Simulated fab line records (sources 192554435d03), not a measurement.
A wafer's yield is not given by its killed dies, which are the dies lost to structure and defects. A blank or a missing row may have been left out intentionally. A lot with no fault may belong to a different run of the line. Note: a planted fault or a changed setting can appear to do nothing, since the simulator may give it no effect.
Struck lot and sound lot, side by side | flow n5Finfet | 18 steps out of a route of 1938
Sound: the wafers L813.3, L813.5, L813.6. Wafers L801.4, L801.5, L801.6 were the ones struck. The cause is given at the end.
Per side, at each step with rows, come the tool, then ch with its chambers, and then its first start. Under that, the readings that differ: sound wafers | struck wafers | difference of the means | sigmas: that difference in standard deviations of wafers without a fault.
alike: same words and numbers on both sides, and readings whose means sit less than 2 such deviations apart. not compared: any withheld reading, any reading some wafer has no value for, any bound like >300 that may hide the same value, and any number with overlapping values for which the record gives no deviation.
Wherever a step has rows on one side only, a row that says differs or no value, or a row with sigmas, the two part there. Numbers that have no deviation but don't overlap get no sigmas and don't part them. A reading that every wafer of one side lacks parts them only if that side has two wafers or more.

first, 10 steps without rows for these wafers: N5_DUMMY_GATE_UV_OZONE_45 (time 120 s); N5_SPACER0_ALD_07 (deposits SiNx, target thk 2 nm); N5_SPACER0_ALD_00 (deposits SiOCN, target thk 3.5 nm, pulse time 3 s, purge time 2 s); N5_SPACER0_ALD_08 (deposits SiNx, target thk 2 nm); N5_SD_EPI_N_COAT_32 (time 60 s, resist thk 350 nm); N5_SD_EPI_N_COAT_33 (time 60 s, resist thk 35 nm); N5_SD_EPI_N_COAT_03 (resist thk 150 nm); N5_SD_EPI_N_EBR_05; N5_SD_EPI_N_SOFTBAKE_04 (time 60 s); N5_SD_EPI_N_EXPOSE_06 (exposes mask SD N BLK, target cd 120 nm).
N5_SD_EPI_N_PEB_07: peb time 60 s.
  sound on lithoTrack-01 ch 0, day 7 17:28; struck on lithoTrack-03 ch 0, day 4 17:05
reading        | sound                | struck               | difference | sigmas
plateTempC (C) | 109.82 109.76 109.84 | 109.27 109.33 109.35 | -0.49      | -3
then, 1 step without rows for these wafers: N5_SD_EPI_N_DEVELOP_08 (develop time 30 s).
N5_SD_EPI_N_CD_MEAS_09: the cd target is 120 nm.
  sound on cdSem-01 ch 0, day 7 17:32; struck on cdSem-02 ch 0, day 4 17:09
reading   | sound             | struck            | difference | sigmas
cdNm (nm) | 120.3 120.6 119.4 | 117.6 117.5 117.7 | -2.5       | -4
N5_SD_EPI_N_DESCUM_14: chemistry O2, time 7.9 s.
  sound on rieDiel-01 ch 2,3, day 7 18:07; struck on rieDiel-01 ch 0,1, day 4 17:53
reading                  | sound           | struck            | difference | sigmas
oesProductAu (a.u.)      | 0.73 0.72 0.72  | 0.94 0.85 0.94    | +0.19      | +3
model.SD_EPI_N.cdNm (nm) | 120 120.4 119.6 | 117.6 117.6 117.6 | -2.4       | 
  alike: chamberPressureMTorr, drypumpMotorCurrentA, rfFwdPowerW, rfVppV, showerheadPlenumPTorr, throttleValvePct
  not compared: rfHoursCounterH
N5_SD_EPI_N_ETCH_34: etches SiARC in CF4, target depth 45.5 nm, time 75.8 s.
  sound on rieDiel-01 ch 2,3, day 7 18:10; struck on rieDiel-01 ch 0,1, day 4 17:56
reading                  | sound             | struck            | difference | sigmas
oesProductAu (a.u.)      | 0.63 0.63 0.62    | 0.80 0.72 0.80    | +0.15      | +3
throttleValvePct (%)     | 15.90 15.89 15.68 | 15.36 15.32 15.38 | -0.47      | -2
model.SD_EPI_N.cdNm (nm) | 120 120.2 119.4   | 117.4 117.2 117.4 | -2.5       | 
  alike: chamberPressureMTorr, drypumpMotorCurrentA, etchRfOnTimeS, rfFwdPowerW, rfVppV, showerheadPlenumPTorr
  not compared: rfHoursCounterH
then, 1 step without rows for these wafers: N5_SD_EPI_N_ETCH_35 (etches SOC in N2/H2, overetch 108 nm, time 486 s).
-- record jumps: 5 days separate the struck wafers' starts on either side; left off in module SD_EPI_N, taken up again in module BEOL_M4, whose first shown step is the route's number 1111 --
N5_BEOL_M4_RC_MEAS_101:
  sound on prober-02 ch 0, day 13 19:25; struck on prober-01 ch 0, day 10 00:28
reading        | sound          | struck         | difference | sigmas
IOFF_P (nA/um) | 0.19 0.21 0.20 | 0.30 0.26 0.30 | +0.09      | +2
  alike: DIBL_N, DIBL_P, IOFF_N, ION_N, ION_P, SS_N, SS_P, VT_N, VT_P
-- here the record skips 5 days between the struck wafers' starts before and after, leaving off in module BEOL_M4 and picking up in module PASSIVATION (first step shown: number 1936 of the route) --
N5_PASSIVATION_PROBE_49:
  record: rows for the struck wafers here (prober-02, day 14 19:47), none for the sound ones

## WHERE THEY PART
Last at N5_PASSIVATION_PROBE_49 as far as this record goes, first at N5_SD_EPI_N_PEB_07.

WHY: the cause the simulator had injected
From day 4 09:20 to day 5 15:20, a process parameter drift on lithoTrack-03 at N5_SD_EPI_N_PEB_07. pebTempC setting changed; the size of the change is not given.
